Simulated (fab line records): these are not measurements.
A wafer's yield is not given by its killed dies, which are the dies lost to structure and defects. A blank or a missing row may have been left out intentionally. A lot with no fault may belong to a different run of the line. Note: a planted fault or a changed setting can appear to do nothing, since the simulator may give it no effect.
Matching of chambers | flow n5_finfet | rie_si-01 running N5_FIN_SAQP_MANDREL1_REMOVE_56: 4 sister chambers
The step chemistry HBr/Cl2/O2, target a-Si, stops on SiNx, bt time 10 s. 4 wafers are shown with their chamber, then 11 later ones without.

EACH WAFER AND ITS CHAMBER
wafer  | chamber | drypump_motor_current_A (A)
L082.3 | 0       | 5.5
L088.1 | 2       | 5.7
L088.2 | 1       | 5.3
L089.1 | 3       | 5.0

WAFERS WITHOUT THEIR CHAMBER
wafer  | drypump_motor_current_A (A)
L089.4 | 5.5
L089.6 | 5.7
L090.1 | 5.3
L090.2 | 5.0
L090.5 | 5.5
L092.1 | 5.5
L092.3 | 5.7
L092.6 | 5.4
L096.1 | 5.7
L096.3 | 5.3
L096.5 | 5.7

CHAMBER TAKEN BY EACH
wafer  | from the rows above     | in truth
L089.4 | 0                       | 0
L089.6 | 2                       | 2
L090.1 | 1                       | 1
L090.2 | 3                       | 3
L090.5 | 0                       | 0
L092.1 | 0                       | 0
L092.3 | 2                       | 2
L092.6 | can't be placed: 0 or 1 | 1
L096.1 | 2                       | 2
L096.3 | 1                       | 1
L096.5 | 2                       | 2
Correctly placed: 10 of 11. Unplaceable from these rows: 1, with the true chamber sitting among the candidates in 1. 0 placed wrongly.
How it was worked out, from the rows above alone: a wafer's distance from a chamber is the root of the sum, over the readings, of the square of ((its reading less the chamber's mean) divided by the reading's scatter). If the next closest chamber is less than 2 further off than the closest, the wafer can't be placed; otherwise it belongs to the closest. Each chamber's mean is taken over the wafers shown for it. The scatter: with one shown wafer a chamber, the root of the mean of the squares of how far each hidden wafer lies from its nearest shown one.
